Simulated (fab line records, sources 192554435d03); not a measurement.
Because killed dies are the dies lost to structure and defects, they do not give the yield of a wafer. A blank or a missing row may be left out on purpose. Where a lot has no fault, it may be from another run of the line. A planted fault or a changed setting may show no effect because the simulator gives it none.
Lot-split experiment | flow n5_finfet | route with 1938 steps; 7 lots, 21 wafers read

== ON THE SPLIT ==
At N5_BEOL_M9_COAT_60 (time 60 s, resist thk 30 nm), the setting spin_rpm was moved away from the recipe's 1500 rpm on 5 of the 21 wafers read, by -4.5% to +7.2%. All remaining wafers had this setting at the recipe value.

== FROM THE SPLIT TO THE READING: what the file shows between them, 3 steps ==
- N5_BEOL_M9_COAT_05: resist thk 90 nm
- N5_BEOL_M9_EBR_07
- N5_BEOL_M9_DESCUM_16: chemistry O2, time 7.9 s

== THE READING ==
CAR-ArF_of_BEOL_M9_COAT_05.thk_nm (the simulator's own value, which no gauge read), in nm, at N5_BEOL_M9_ETCH_61 (etches SiARC in CF4, target depth 39 nm, time 65 s). The file gives no usual value for it. Average 55.5 nm, standard deviation 0.23 nm, over the 16 wafers here run with the recipe.

wafer  | tool, chamber at the split | spin_rpm as run, rpm | against the recipe | CAR-ArF_of_BEOL_M9_COAT_05.thk_nm, nm | against lot-mates on the recipe
L079.1 | litho_track-02, 0          | 1500                 | recipe             | 55.4                                  | -
L079.3 | litho_track-02, 0          | 1500                 | recipe             | 55.6                                  | -
L079.5 | litho_track-02, 0          | 1500                 | recipe             | 55.6                                  | -
L082.2 | litho_track-02, 0          | 1432                 | -4.5%              | 54.4                                  | -0.7
L082.4 | litho_track-02, 0          | 1500                 | recipe             | 55.2                                  | -
L082.5 | litho_track-02, 0          | 1500                 | recipe             | 55                                    | -
L087.1 | litho_track-05, 0          | 1500                 | recipe             | 55.6                                  | -
L087.3 | litho_track-05, 0          | 1500                 | recipe             | 55.6                                  | -
L087.4 | litho_track-05, 0          | 1500                 | recipe             | 55.6                                  | -
L091.3 | litho_track-02, 0          | 1439                 | -4.1%              | 54.6                                  | -0.6
L091.4 | litho_track-02, 0          | 1500                 | recipe             | 55.2                                  | -
L091.5 | litho_track-02, 0          | 1439                 | -4.1%              | 54.8                                  | -0.4
L093.1 | litho_track-02, 0          | 1500                 | recipe             | 55.8                                  | -
L093.2 | litho_track-02, 0          | 1500                 | recipe             | 55.2                                  | -
L093.4 | litho_track-02, 0          | 1500                 | recipe             | 55.6                                  | -
L094.1 | litho_track-01, 0          | 1500                 | recipe             | 55.8                                  | -
L094.2 | litho_track-01, 0          | 1500                 | recipe             | 55.6                                  | -
L094.6 | litho_track-01, 0          | 1500                 | recipe             | 55.8                                  | -
L096.2 | litho_track-02, 0          | 1500                 | recipe             | 55.4                                  | -
L096.4 | litho_track-02, 0          | 1608                 | +7.2%              | 56.6                                  | +1.2
L096.5 | litho_track-02, 0          | 1608                 | +7.2%              | 56.4                                  | +1.0

THE FIT
A straight line over all 21 wafers: CAR-ArF_of_BEOL_M9_COAT_05.thk_nm changes by +0.165 nm for each +1% of spin_rpm; r = +0.89; the points scatter about the line by 0.24 nm.
The same after taking each lot's own level away (the mean of its wafers on the recipe; 21 wafers): +0.147 nm for each +1%; r = +0.96; scatter 0.13 nm.
Per that fit: largest spin_rpm move, reading shift of 1.1 nm.
Measured against the standard deviation above, the lots' own levels, which go from 55.10 to 55.73 nm, span 2.7 times it.
Hence the slope depends on the lot-to-lot level, as the two fits are not the same.
Check: with one of the wafers moved furthest among these (+7.2%) left out of the fit, the line predicts +0.989 nm for it against its lot-mates. Against them it came out at +1.2 nm.

== THE WHOLE CHAIN: every reading that the file lists as answering this split, in the file's order ==
step               | what it does                                                         | reading                                                                            | change (the file's fit)                                                                | r (the file's)
N5_BEOL_M9_COAT_60 | time 60 s, resist thk 30 nm                                          | SiARC_of_BEOL_M9_COAT_60.thk_nm (the simulator's own value, which no gauge read)   | -0.158 nm for each +1% of the setting                                                  | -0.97
N5_BEOL_M9_ETCH_61 | etches SiARC in CF4, target depth 39 nm, time 65 s                   | etch.depth_nm (the simulator's own value, which no gauge read)                     | -0.148 nm for each +1% of the setting                                                  | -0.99
N5_BEOL_M9_ETCH_61 | etches SiARC in CF4, target depth 39 nm, time 65 s                   | CAR-ArF_of_BEOL_M9_COAT_05.thk_nm (the simulator's own value, which no gauge read) | +0.148 nm for each +1% of the setting                                                  | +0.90
N5_BEOL_M9_ETCH_62 | etches SOC in N2/H2, target depth 110 nm, overetch 22 nm, time 165 s | SiARC_of_BEOL_M9_COAT_60.thk_nm (the simulator's own value, which no gauge read)   | -0.142 nm for each +1% of the setting, in a fit together with source_w@BEOL_M9_ETCH_62 | 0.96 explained

== THE FILE'S OWN FIT ==
CAR-ArF_of_BEOL_M9_COAT_05.thk_nm changes by +0.148 nm for each +1% of spin_rpm, r = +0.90.
